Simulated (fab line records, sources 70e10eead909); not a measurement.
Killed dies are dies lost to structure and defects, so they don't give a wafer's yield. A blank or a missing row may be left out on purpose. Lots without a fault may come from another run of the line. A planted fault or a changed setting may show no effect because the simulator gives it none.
fab line records | flow nand_harc | part 1 of 2: steps 1 to 39 of 40
record lots=6 wafers=18 last_day=33
route steps=1302 shown A_CHANNEL_FILL_D2@612 A_STAIRCASE@639 END@1301
lots that met no fault: from a run of the same line without faults
start_h: hours from the record's first day to the start of the lot's first wafer shown | wait_h: hours since the lot's step before | " the same as in the row above | L1.1+2: a row that stands for several wafers | - no value, or no start given | * or withheld: withheld | < > ~ a bound
route shown NAME@n: a module of which the file shows steps, and the number in the route of the first | usual: mean/standard deviation of fault-free wafers | same: alike in all rows | chamber/n: place in a boat | sites: the reading at each site | _std_site: their standard deviation | _edge_site: outer sites' mean less inner sites' | radius_mm: how far each site lies from the wafer's centre | mask NAME#n: copy n | behind: the tool/chamber that last shaped the wafer | hold: why the lot was held/for how many hours/how that ended | device: the transistor (n, p or np) that didn't switch | end of line: the same wafers' tests at the end of the route | a step without rows: its recipe alone | killed: dies lost to structure and defects at the first sort, not the wafer's yield | map: a wafer's dies, x killed, . not, _ none there
set.NAME: the setting as run; set.NAME@STEP: as run at that earlier step | model.NAME: the simulator's own value behind a step, which no gauge read
lots at some steps of the route; a table a step, a row a wafer
services: from which hour (start_h, from the record's first day; less than 0 if before it) a tool's chamber was out of use, for how many hours, and why
## steps
# step NHARC_A_CHANNEL_FILL_D2_ALD_02
# recipe target_thk_a=60 pulse_time_s=10 ald_cycles=60 temp_c=300 material=SiO2
# step NHARC_A_CHANNEL_FILL_D2_ALD_03
# recipe target_thk_a=60 pulse_time_s=60 ald_cycles=58 temp_c=630 pressure_torr=2 material=SiNx
# step NHARC_A_CHANNEL_FILL_D2_ALD_14
# recipe target_thk_a=25 pulse_time_s=10 ald_cycles=25 temp_c=300 material=SiO2
# usual heater_power_w=484/34 precursor_pulse_height_rel=1.001/0.019
# same ald_cycles=25
# columns lot.wafer tool chamber start_h wait_h heater_power_w precursor_pulse_height_rel
L984.3 ald_hk-03 3 312.66 0.0 441 0.972
L984.4 " 0 " " 469 0.977
L984.1 " 2 " " 514 1.014
L988.3 ald_hk-03 1 364.47 0.0 497 1.005
L988.4 " 2 " " 527 1.025
L988.2 " 0 " " 458 0.976
L100.1 ald_hk-03 0 481.55 0.0 494 0.981
L100.4 " 1 " " 513 1.008
L100.3 " 3 " " 424 1.033
L101.4 ald_hk-03 1 481.81 0.3 509 0.986
L101.3 " 2 " " 479 0.996
L101.2 " 3 " " 424 1.012
L103.2 ald_hk-03 0 521.30 0.1 501 0.985
L103.6 " 3 " " 435 1.001
L103.5 " 0 " " 491 0.995
L105.2 ald_hk-02 1 521.34 0.1 536 1.001
L105.1 " 2 " " 459 1.024
L105.6 " 3 " " 530 0.974
# step NHARC_A_CHANNEL_FILL_D2_ALD_15
# recipe target_thk_a=20 pulse_time_s=60 ald_cycles=19 temp_c=630 pressure_torr=2 material=SiNx
# usual precursor_pulse_height_rel=1.001/0.02
# same ald_cycles=19
# columns lot.wafer tool chamber start_h wait_h precursor_pulse_height_rel
L984.1 ald_sin_batch-02 0 - - 0.980
L984.3 " 0 " " 1.007
L984.4 " 0 " " 0.972
L988.2 ald_sin_batch-03 0 - - 0.979
L988.3 " 0 " " 0.981
L988.4 " 0 " " 1.016
L100.1 ald_sin_batch-02 0 - - 1.012
L100.3 " 0 " " 0.991
L100.4 " 0 " " 0.982
L101.2 ald_sin_batch-02 0 - - 1.019
L101.3 " 0 " " 1.004
L101.4 " 0 " " 1.008
L103.2 ald_sin_batch-02 0 - - 1.020
L103.5 " 0 " " 1.008
L103.6 " 0 " " 1.005
L105.1 ald_sin_batch-02 0 - - 0.997
L105.2 " 0 " " 0.980
L105.6 " 0 " " 0.998
# step NHARC_A_CHANNEL_FILL_D2_ALD_16
# recipe target_thk_a=15 pulse_time_s=10 ald_cycles=15 temp_c=300 material=SiO2
# step NHARC_A_CHANNEL_FILL_D2_ANNEAL_17
# recipe temp_c=850 time_s=1800
# step NHARC_A_CHANNEL_FILL_D2_CVD_18
# recipe target_thk_a=30 temp_c=550 material=poly-Si
# step NHARC_A_CHANNEL_FILL_D2_ETCHBACK_19
# recipe target_depth_a=50 time_s=1.7 hbr_flow_sccm=150 cl2_flow_sccm=50 rf_w=400 icp_w=400 bias_w=100 chemistry=HBr/Cl2
# usual drypump_motor_current_A=5.7/0.44 oes_product_au=1.001/0.011 throttle_valve_pct=26.407/0.0092
# columns lot.wafer tool chamber start_h wait_h drypump_motor_current_A oes_product_au rf_hours_counter_h throttle_valve_pct
L984.3 rie_si-06 1 329.78 0.4 5.4 1.019 0.42 26.408
L984.4 " 2 " " 6.4 1.003 0.43 26.415
L984.1 " 0 " " 5.4 1.002 0.34 26.422
L988.2 rie_si-06 3 383.20 0.4 5.3 0.987 0.69 26.420
L988.3 " 0 " " 5.3 1.016 0.74 26.395
L988.4 " 2 " " 6.4 1.002 0.74 26.395
L101.4 rie_si-03 1 498.61 0.4 6.5 0.993 0.35 26.405
L101.2 " 2 " " 5.5 0.995 0.44 26.394
L101.3 " 3 " " 5.6 1.000 0.52 26.386
L100.1 rie_si-05 3 498.64 0.4 5.1 1.000 0.02 26.423
L100.4 " 0 " " 5.8 0.986 0.05 26.392
L100.3 " 1 " " 6.2 0.979 0.05 26.396
L103.2 rie_si-03 2 541.02 0.4 5.6 0.989 0.65 26.417
L103.5 " 2 " " 5.6 0.985 - 26.413
L103.6 " 3 " " 5.5 0.990 - 26.405
L105.2 rie_si-05 2 541.03 0.4 5.9 1.023 0.24 26.405
L105.1 " 3 " " 5.0 1.011 0.17 26.405
L105.6 " 1 " " 6.2 0.999 - 26.397
# step NHARC_A_CHANNEL_FILL_D2_ETCHBACK_20
# recipe target_depth_a=270 time_s=13.5 c4f8_flow_sccm=withheld o2_flow_sccm=8 ar_flow_sccm=withheld rf_w=600 bias_w=1500 chemistry=C4F8/O2/Ar
# step NHARC_A_CHANNEL_FILL_D2_STRIP_28
# recipe time_s=20 o2_flow_sccm=500 ar_flow_sccm=0 bias_w=0 chemistry=O2
# usual drypump_motor_current_A=5.75/0.22 oes_product_au=1.001/0.011 rf_vpp_V=57.6/0.82 showerhead_plenum_p_Torr=3.49/0.13 throttle_valve_pct=17.036/0.0093
# columns lot.wafer tool chamber start_h wait_h drypump_motor_current_A oes_product_au rf_hours_counter_h rf_vpp_V showerhead_plenum_p_Torr throttle_valve_pct
L984.1 rie_diel-13 0 330.00 0.1 6.02 1.000 4 57.7 3.53 17.027
L984.4 " 1 " " 5.69 1.002 4 58.9 3.53 17.048
L984.3 " 2 " " 5.58 0.993 3 57.1 3.34 17.039
L988.3 rie_diel-03 3 383.42 0.1 5.64 0.995 3 58.9 3.32 17.024
L988.4 " 1 " " 5.64 0.995 3 57.4 3.43 17.028
L988.2 " 2 " " 6.05 0.997 3 56.9 3.51 17.024
L101.3 rie_diel-03 2 498.82 0.1 6.02 0.996 0 58.6 3.51 17.045
L101.4 " 3 " " 5.65 1.005 0 56.5 3.32 17.036
L101.2 " 1 " " 5.63 0.973 1 58.8 3.43 17.031
L100.4 rie_diel-04 2 498.84 0.1 5.59 1.009 19 57.7 3.73 17.043
L100.3 " 0 " " 5.80 0.988 23 57.9 3.70 17.028
L100.1 " 1 " " 5.55 0.992 24 57.1 3.71 17.039
L105.1 rie_diel-03 2 541.24 0.1 6.03 0.989 2 57.3 3.50 17.035
L105.2 " 0 " " 5.40 0.997 2 56.7 3.36 17.042
L105.6 " 3 " " 5.68 1.001 - 55.1 3.32 17.034
L103.2 rie_diel-13 1 541.25 0.1 5.69 0.995 0 58.2 3.52 17.016
L103.6 " 1 " " 5.71 1.004 - 58.1 3.52 17.047
L103.5 " 0 " " 6.00 1.010 - 58.5 3.53 17.046
# step NHARC_A_CHANNEL_FILL_D2_PRECLEAN_21
# recipe time_s=30 chemistry=dHF
# step NHARC_A_CHANNEL_FILL_D2_SRD_23
# step NHARC_A_CHANNEL_FILL_D2_CVD_05
# recipe target_thk_a=50 temp_c=550 material=poly-Si
# usual spike_tc_bottom_C=571.8/1.6 spike_tc_centre_C=550.0/0.96 spike_tc_lower_C=550.1/0.98 spike_tc_top_C=569.1/1.4 spike_tc_upper_C=550.0/1 tube_center_temp_C=550/0.054
# columns lot.wafer tool chamber start_h wait_h spike_tc_bottom_C spike_tc_centre_C spike_tc_lower_C spike_tc_top_C spike_tc_upper_C tube_center_temp_C
L984.1 lpcvd_poly-01 0 332.55 2.4 573.6 550.3 549.9 567.3 548.9 549.99
L984.3 " 0 " " 570.3 550.3 551.5 567.4 549.6 550.05
L984.4 " 0 " " 573.3 550.7 551.1 568.9 548.4 550.01
L988.2 lpcvd_poly-01 0 385.98 2.4 573.4 550.2 548.4 568.2 548.5 550.01
L988.3 " 0 " " 572.4 550.8 550.0 569.0 551.1 550.05
L988.4 " 0 " " 573.9 549.6 549.5 570.1 550.6 550
L100.1 lpcvd_poly-01 0 501.40 2.4 589.8 566.4 564.0 582.3 566.1 565.52
L100.3 " 0 " " 587.4 565.5 567.0 583.7 567.1 565.52
L100.4 " 0 " " 587.2 564.9 566.1 581.3 565.9 565.59
L101.2 lpcvd_poly-01 0 501.40 2.4 587.9 565.7 565.4 583.3 566.1 565.48
L101.3 " 0 " " 588.2 564.7 568.9 582.4 566.3 565.64
L101.4 " 0 " " 587.9 566.2 566.1 582.9 565.5 565.56
L103.2 lpcvd_poly-04 0 543.70 2.3 569.2 551.0 548.5 570.1 549.6 550.01
L103.5 " 0 " " 568.4 551.4 550.6 569.9 551.2 549.96
L103.6 " 0 " " 568.7 548.3 550.5 572.0 550.1 549.96
L105.1 lpcvd_poly-04 0 543.70 2.3 568.5 550.0 551.0 571.3 550.6 549.92
L105.2 " 0 " " 568.7 550.8 549.5 568.9 549.8 549.98
L105.6 " 0 " " 569.6 550.2 549.5 573.3 548.9 550
# step NHARC_A_CHANNEL_FILL_D2_ANNEAL_22
# recipe temp_c=620 time_s=7200
# step NHARC_A_CHANNEL_FILL_D2_ALD_25
# recipe target_thk_a=600 pulse_time_s=10 ald_cycles=600 temp_c=300 material=SiOx
# step NHARC_A_CHANNEL_FILL_D2_ETCHBACK_08
# recipe target_depth_a=2200 time_s=110 c4f8_flow_sccm=20 ar_flow_sccm=withheld rf_w=600 bias_w=300 chemistry=C4F8
# step NHARC_A_CHANNEL_FILL_D2_STRIP_29
# recipe time_s=20 o2_flow_sccm=500 ar_flow_sccm=0 bias_w=0 chemistry=O2
# step NHARC_A_CHANNEL_FILL_D2_PRECLEAN_30
# recipe time_s=30 chemistry=dHF
# step NHARC_A_CHANNEL_FILL_D2_SRD_31
# step NHARC_A_CHANNEL_FILL_D2_CVD_09
# recipe target_thk_a=1500 temp_c=620 pressure_mtorr=200 time_s=3000 material=poly-Si
# step NHARC_A_CHANNEL_FILL_D2_CMP_10
# recipe target_thk_nm=150
# step NHARC_A_CHANNEL_FILL_D2_SRD_12
# step NHARC_A_CHANNEL_FILL_D2_RTA_24
# recipe temp_c=1000 time_s=5
# step NHARC_A_CHANNEL_FILL_D2_INSPECT_13
# usual raw_defect_count=383/140
# columns lot.wafer tool chamber start_h wait_h raw_defect_count
L984.1 defect_inspect-02 - 353.88 0.2 260
L984.3 " - " " 413
L984.4 " - " " 402
L988.2 defect_inspect-02 - 407.07 0.1 394
L988.3 " - " " 639
L988.4 " - " " 346
L100.1 defect_inspect-01 - 522.58 0.2 168
L100.3 " - " " 264
L100.4 " - " " 346
L101.2 defect_inspect-02 - 522.59 0.1 428
L101.3 " - " " 340
L101.4 " - " " 484
L103.2 defect_inspect-02 - 565.06 0.1 239
L103.5 " - " " 496
L103.6 " - " " 276
L105.1 defect_inspect-01 - 565.12 0.2 205
L105.2 " - " " 252
L105.6 " - " " 376
# step NHARC_A_STAIRCASE_DEP_156
# recipe target_thk_a=500 temp_c=400 target_thk_nm=50 flow_sccm=200 rf_w=450 material=SiNx
# step NHARC_A_STAIRCASE_DEHYDRATE_158
# recipe temp_c=150 time_s=120
# step NHARC_A_STAIRCASE_HMDS_159
# recipe time_s=30
# step NHARC_A_STAIRCASE_COAT_160
# recipe spin_rpm=1200
# step NHARC_A_STAIRCASE_SOFTBAKE_161
# recipe temp_c=135 time_s=170
# step NHARC_A_STAIRCASE_EBR_162
# step NHARC_A_STAIRCASE_EXPOSE_163
# recipe na=0.5 dose_mj=20.01 mask_id=STAIR_OPEN
# step NHARC_A_STAIRCASE_PEB_164
# recipe peb_temp_c=115 peb_time_s=130
# step NHARC_A_STAIRCASE_DEVELOP_165
# recipe time_s=140
# step NHARC_A_STAIRCASE_HARDBAKE_167
# recipe temp_c=120 time_s=140
# step NHARC_A_STAIRCASE_DESCUM_168
# recipe time_s=3 o2_flow_sccm=200 ar_flow_sccm=0 bias_power_w=0 chemistry=O2
# step NHARC_A_STAIRCASE_ETCH_169
# recipe target_depth_a=500 time_s=107.1 ion_energy_ev=120 ch3f_flow_sccm=50 o2_flow_sccm=30 ar_flow_sccm=200 rf_w=500 bias_w=100 chemistry=CH3F/O2
# step NHARC_A_STAIRCASE_ETCH_170
# recipe target_depth_a=2000 time_s=66.667 ion_energy_ev=250 c4f6_flow_sccm=25 o2_flow_sccm=20 ar_flow_sccm=500 rf_w=600 bias_w=500 chemistry=C4F6/O2
# usual drypump_motor_current_A=5.8/0.39 oes_product_au=0.972/0.016 rf_vpp_V=546/3.4 showerhead_plenum_p_Torr=3.87/0.16 throttle_valve_pct=26.903/0.0097
# columns lot.wafer tool chamber start_h wait_h drypump_motor_current_A oes_product_au rf_hours_counter_h rf_vpp_V showerhead_plenum_p_Torr throttle_valve_pct
L984.1 rie_diel-09 0 - - 6.3 0.951 10 545 3.83 26.911
L984.3 " 2 " " 6.0 0.950 6 546 3.91 26.905
L984.4 " 0 " " 6.3 0.961 - 546 3.83 26.910
L988.2 rie_diel-09 0 - - 6.3 0.985 32 545 3.82 26.903
L988.3 " 1 " " 5.3 0.968 28 544 3.82 26.897
L988.4 " 3 " " 5.0 0.972 28 549 4.04 26.897
L100.4 rie_diel-09 2 - - 6.0 0.983 6 546 3.88 26.890
L100.3 " 3 " " 5.0 0.988 7 550 4.01 26.908
L100.1 " 1 " " 5.3 0.992 7 544 3.80 26.904
L101.4 rie_diel-05 1 - - 6.0 0.980 35 544 3.71 26.908
L101.2 " 2 " " 6.2 0.983 20 552 4.15 26.894
L101.3 " 3 " " 5.9 0.983 31 548 4.01 26.903
L103.2 rie_diel-05 2 - - 6.1 0.994 30 551 4.14 26.899
L103.6 " 0 " " 5.8 0.987 - 541 3.68 26.913
L103.5 " 1 " " 6.0 0.988 - 543 3.71 26.903
L105.2 rie_diel-05 1 - - 6.1 0.945 46 542 3.71 26.879
L105.1 " 2 " " 6.1 0.973 30 551 4.14 26.897
L105.6 " 2 " " 6.2 0.970 - 551 4.14 26.895
# step NHARC_A_STAIRCASE_STRIP_171
# recipe power_w=1500 temp_c=250 chemistry=O2
# step NHARC_END_WLT_00
# usual VT_DECK1_BOTTOM=0.869/0.0075 VT_DECK1_BOTTOM_INNER=0.869/0.0079 VT_DECK1_MEDIAN_NEAR_BOTTOM=0.871/0.0074 VT_DECK1_MEDIAN_NEAR_BOTTOM_INNER=0.870/0.0075 VT_DECK1_MIDDLE=0.883/0.008 VT_DECK1_MIDDLE_INNER=0.883/0.0078 VT_DECK1_TOP=0.894/0.0078 VT_DECK1_TOP_INNER=0.895/0.0076 VT_DECK2_BOTTOM=0.869/0.0074 VT_DECK2_BOTTOM_INNER=0.868/0.0079 VT_DECK2_MEDIAN_NEAR_BOTTOM=0.870/0.0074 VT_DECK2_MEDIAN_NEAR_BOTTOM_INNER=0.870/0.0076 VT_DECK2_MIDDLE=0.882/0.0073 VT_DECK2_MIDDLE_INNER=0.882/0.0079 VT_DECK2_TOP=0.893/0.0071 VT_DECK2_TOP_INNER=0.894/0.0076
# columns lot.wafer tool chamber start_h wait_h hold VT_DECK1_BOTTOM VT_DECK1_BOTTOM_INNER VT_DECK1_MEDIAN_NEAR_BOTTOM VT_DECK1_MEDIAN_NEAR_BOTTOM_INNER VT_DECK1_MIDDLE VT_DECK1_MIDDLE_INNER VT_DECK1_TOP VT_DECK1_TOP_INNER VT_DECK2_BOTTOM VT_DECK2_BOTTOM_INNER VT_DECK2_MEDIAN_NEAR_BOTTOM VT_DECK2_MEDIAN_NEAR_BOTTOM_INNER VT_DECK2_MIDDLE VT_DECK2_MIDDLE_INNER VT_DECK2_TOP VT_DECK2_TOP_INNER
L984.1 prober-02 - 626.67 27.1 - 0.869 0.878 0.874 0.879 0.880 0.891 0.898 0.896 0.871 0.863 0.876 0.867 0.879 0.880 0.886 0.901
L984.3 " - 627.67 28.1 - 0.864 0.864 0.873 0.869 0.886 0.881 0.906 0.907 0.861 0.869 0.869 0.870 0.871 0.879 0.892 0.894
L984.4 " - " " - 0.866 0.869 0.870 0.871 0.883 0.889 0.906 0.897 0.859 0.858 0.871 0.869 0.883 0.883 0.895 0.897
L988.2 prober-02 - 642.74 7.0 - 0.870 0.874 0.872 0.879 0.891 0.887 0.895 0.892 0.851 0.855 0.858 0.857 0.873 0.872 0.894 0.886
L988.3 " - " " - 0.873 0.868 0.875 0.867 0.890 0.886 0.891 0.888 0.870 0.866 0.856 0.862 0.874 0.880 0.885 0.893
L988.4 " - " " - 0.865 0.854 0.860 0.865 0.880 0.879 0.897 0.895 0.865 0.853 0.855 0.864 0.876 0.876 0.883 0.884
L100.1 prober-01 - 722.74 0.0 await_dispo/0.2h/release 0.870 0.859 0.861 0.868 0.885 0.879 0.892 0.892 0.974 0.980 0.981 0.973 0.984 0.988 1.005 1.000
L100.3 " - 723.75 1.1 await_dispo/0.2h/release 0.881 0.875 0.874 0.875 0.883 0.880 0.898 0.906 0.974 0.973 0.975 0.974 0.985 0.979 1.000 1.004
L100.4 " - " " await_dispo/0.2h/release 0.870 0.872 0.868 0.863 0.878 0.879 0.898 0.894 0.963 0.953 0.973 0.963 0.987 0.983 0.997 1.001
L100.1 prober-01 - 730.56 7.3 - 0.875 0.862 0.869 0.869 0.885 0.885 0.897 0.886 0.969 0.977 0.977 0.975 0.984 0.993 0.994 1.009
L100.3 " - 731.57 7.3 - 0.872 0.880 0.881 0.883 0.880 0.883 0.898 0.890 0.973 0.975 0.977 0.975 0.995 0.990 1.004 0.998
L100.4 " - " " - 0.874 0.873 0.876 0.875 0.887 0.887 0.896 0.895 0.961 0.970 0.967 0.968 0.985 0.991 0.995 1.005
L101.2 prober-02 - 730.95 8.3 await_dispo/0.2h/release 0.856 0.864 0.867 0.871 0.876 0.875 0.885 0.891 0.972 0.963 0.965 0.960 0.982 0.983 1.001 1.005
L101.3 " - " " await_dispo/0.2h/release 0.861 0.861 0.864 0.860 0.872 0.872 0.886 0.887 0.964 0.966 0.971 0.955 0.991 0.982 1.007 0.988
L101.4 " - " " await_dispo/0.2h/release 0.869 0.866 0.868 0.872 0.883 0.879 0.884 0.884 0.966 0.968 0.959 0.966 0.981 0.994 1.007 1.006
L101.2 prober-02 - 738.78 7.3 - 0.869 0.860 0.863 0.862 0.880 0.869 0.892 0.884 0.955 0.958 0.958 0.965 0.976 0.983 1.003 0.995
L101.3 " - " " - 0.858 0.863 0.858 0.868 0.877 0.871 0.885 0.887 0.963 0.959 0.969 0.966 0.984 0.986 0.998 1.010
L101.4 " - " " - 0.873 0.873 0.869 0.875 0.877 0.876 0.882 0.879 0.965 0.955 0.966 0.962 0.986 0.986 1.003 1.014
L103.2 prober-02 - 771.14 0.6 - 0.880 0.878 0.888 0.886 0.898 0.899 0.909 0.911 0.874 0.869 0.870 0.869 0.882 0.885 0.898 0.899
L103.5 " - 772.64 2.1 - 0.892 0.889 0.883 0.886 0.895 0.898 0.909 0.905 0.871 0.876 0.866 0.872 0.881 0.882 0.888 0.899
L103.6 " - " " - 0.878 0.874 0.877 0.883 0.894 0.881 0.908 0.907 0.878 0.866 0.873 0.867 0.873 0.885 0.891 0.898
L105.1 prober-01 - 776.19 0.0 - 0.886 0.878 0.878 0.886 0.893 0.891 0.895 0.904 0.876 0.875 0.870 0.879 0.887 0.893 0.905 0.898
L105.2 " - " " - 0.875 0.879 0.886 0.874 0.887 0.891 0.899 0.906 0.879 0.887 0.880 0.883 0.887 0.889 0.897 0.906
L105.6 " - 778.71 2.6 - 0.874 0.869 0.877 0.872 0.890 0.895 0.900 0.904 0.874 0.878 0.879 0.874 0.898 0.895 0.897 0.902
## key
first_sign step=NHARC_A_CHANNEL_FILL_D2_CVD_05 reading=tube_center_temp_C direction=up sigmas=99+ usual=* struck=*
effect step=NHARC_A_CHANNEL_FILL_D2_CVD_05 reading=spike_tc_lower_C direction=up sigmas=17 usual=550.1 struck=566.3
effect step=NHARC_END_WLT_00 reading=VT_DECK2_TOP direction=up sigmas=16 usual=0.893 struck=1.003
effect step=NHARC_END_SORT_01 reading=hold direction=added
met_at NHARC_A_CHANNEL_FILL_D2_CVD_05
struck_wafers L100.1,L100.3,L100.4,L101.2,L101.3,L101.4
tester_left_out L100,L101
onset_between 385.98 501.40
fault kind=process_parameter_drift tool=lpcvd_poly-01 chamber=- onset_h=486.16 steps=NHARC_A_CHANNEL_FILL_D2_CVD_05 channel=temp_c offset=* shape=step end_h=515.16 acts_in=* stated=*
# tester_left_out: of these lots the tester's yield and bins aren't shown, on N5 and GAA mostly nor the transistor test; their killed dies are dies lost to structure and defects alone, not to doping, threshold or leakage, so they don't give the yield
